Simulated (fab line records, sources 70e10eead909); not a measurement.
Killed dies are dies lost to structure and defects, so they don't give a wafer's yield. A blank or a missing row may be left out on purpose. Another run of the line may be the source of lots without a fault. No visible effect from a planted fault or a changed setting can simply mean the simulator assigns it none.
Matching of chambers -- flow nand_harc -- NHARC_A_BLC_CMP_25 on cmp-02 has 4 sister chambers
The step polishes, t overpolish 30 s, target thk 150 nm. 8 wafers are shown with their chamber, then 7 later ones without.

WAFERS, EACH WITH ITS CHAMBER
wafer,chamber,time_to_endpoint_s (s),motor_current_A (A)
L721.5,2,32,10.7
L728.2,0,26,11.1
L728.3,1,34,11.0
L728.4,2,31,10.6
L725.2,1,37,10.8
L725.6,3,32,11.4
L731.2,0,30,10.9
L731.3,3,32,11.6

WAFERS MISSING THEIR CHAMBER
wafer,time_to_endpoint_s (s),motor_current_A (A)
L731.5,30,11.0
L742.2,30,11.4
L742.3,39,11.6
L742.5,32,11.6
L743.1,25,11.4
L743.3,32,10.9
L743.4,33,11.4

EACH ONE'S CHAMBER
wafer,from the rows above,in truth
L731.5,can't be placed: 0 or 2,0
L742.2,can't be placed: 3 or 0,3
L742.3,can't be placed: 3 or 1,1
L742.5,3,3
L743.1,can't be placed: 0 or 3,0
L743.3,can't be placed: 1 or 2 or 0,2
L743.4,3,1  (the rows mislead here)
Correctly placed: 1 of 7. Not placeable from these rows: 5 (in 5, the candidates include the true chamber). Number placed wrongly: 1.
How it was worked out, from the rows above alone: a wafer's distance from a chamber is the root of the sum, over the readings, of the square of ((its reading less the chamber's mean) divided by the reading's scatter). The wafer belongs to the nearest chamber; if the next one is less than 2 further off, it can't be placed. Each chamber's mean is taken over the wafers shown for it. How the scatter is found: for the shown wafers, subtract from each reading the mean of its chamber, square and add these, divide the total by (wafers less chambers), then take the root.
